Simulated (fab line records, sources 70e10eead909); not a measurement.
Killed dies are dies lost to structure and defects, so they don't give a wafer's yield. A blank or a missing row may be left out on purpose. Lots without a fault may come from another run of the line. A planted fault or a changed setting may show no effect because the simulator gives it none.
A struck lot beside a sound one | flow nand_harc | 19 steps out of a route of 1302
Sound: wafers L415.1, L415.3, L415.4. Struck: wafers L424.2, L424.4. (L424.3 of the same lot was not struck and is left out.) The cause comes at the end.
At each step with rows: each side's tool, then ch and its chambers, then its first start. Under that, the readings that differ: sound wafers | struck wafers | difference of the means | sigmas: that difference in standard deviations of wafers without a fault.
alike: readings whose means differ by less than 2 such deviations, and words and numbers that are the same on both sides. not compared: withheld readings, readings that some wafer has no value for, bounds like >300 that may hide the same value, and numbers for which the record gives no deviation and whose values overlap.
The two part at a step that has a row with sigmas, a row that says differs or no value, or rows on one side only. Numbers that don't overlap but have no deviation are shown without sigmas and don't part them. A reading that every wafer of one side lacks parts them only if that side has two wafers or more.

first, 1 step without rows for these wafers: NHARC_A_CONTACT_SRD_22.
NHARC_A_CONTACT_INSPECT_23:
  sound on defect_inspect-01, day 23 02:05; struck on defect_inspect-01, day 28 04:31
  alike: raw_defect_count
then, 9 steps without rows for these wafers: NHARC_A_BLC_DEHYDRATE_00 (time 120 s); NHARC_A_BLC_HMDS_01 (time 30 s); NHARC_A_BLC_COAT_02 (time 75 s); NHARC_A_BLC_COAT_03 (time 65 s); NHARC_A_BLC_COAT_04 (resist thk 90 nm); NHARC_A_BLC_SOFTBAKE_05 (time 55 s); NHARC_A_BLC_EBR_06; NHARC_A_BLC_EXPOSE_07 (exposes mask A BLC, target cd 100 nm); NHARC_A_BLC_PEB_08 (peb time 65 s).
NHARC_A_BLC_DEVELOP_09: develop time 35 s.
  sound on litho_track-01 ch 0, day 23 02:00; struck on litho_track-01 ch 0, day 28 04:00
NHARC_A_BLC_CD_MEAS_10: target cd 100 nm.
  sound on cd_sem-01 ch 0, day 23 02:28; struck on cd_sem-03 ch 0, day 28 05:02
  alike: cd_nm
NHARC_A_BLC_OVL_MEAS_11:
  sound on overlay-02, day 23 02:34; struck on overlay-01, day 28 05:07
  alike: overlay_x_nm, overlay_y_nm
NHARC_A_BLC_INSPECT_12:
  sound on defect_inspect-01, day 23 02:36; struck on defect_inspect-02, day 28 05:09
  alike: raw_defect_count
NHARC_A_BLC_DESCUM_15: chemistry O2, time 3 s.
  sound on rie_diel-02 ch 1,3, day 23 02:40; struck on rie_diel-06 ch 1,3, day 28 05:13
  reading                | sound             | struck     | difference | sigmas
  model.A_BLC.cd_nm (nm) | 99.51 99.07 99.91 | 98.52 98.6 | -0.94      |
  alike: drypump_motor_current_A, oes_product_au, rf_vpp_V, showerhead_plenum_p_Torr, throttle_valve_pct
  not compared: rf_hours_counter_h
NHARC_A_BLC_ETCH_16: etches the open film in CF4, target depth 39 nm, time 65 s.
  sound on rie_diel-02 ch 2,3, day 23 02:46; struck on rie_diel-06 ch 0,1, day 28 05:19
  reading                | sound             | struck     | difference | sigmas
  model.A_BLC.cd_nm (nm) | 99.53 98.87 99.94 | 98.4 98.85 | -0.8       |
  alike: drypump_motor_current_A, oes_product_au, rf_vpp_V, showerhead_plenum_p_Torr, throttle_valve_pct
  not compared: rf_hours_counter_h
NHARC_A_BLC_ETCH_17: etches the open film in N2/H2, target depth 390 nm, time 609.38 s.
  sound on rie_diel-02 ch 1,2,3; struck on rie_diel-06 ch 0,1
  alike: drypump_motor_current_A, oes_product_au, rf_vpp_V, showerhead_plenum_p_Torr, throttle_valve_pct
  not compared: rf_hours_counter_h
NHARC_END_SORT_01:
  the record has rows for the struck wafers here (prober-01 ch 0, day 30 03:59) and none for the sound ones

WHERE THEY PART
Only at NHARC_END_SORT_01, within this record.

WHY: what the simulator had put in
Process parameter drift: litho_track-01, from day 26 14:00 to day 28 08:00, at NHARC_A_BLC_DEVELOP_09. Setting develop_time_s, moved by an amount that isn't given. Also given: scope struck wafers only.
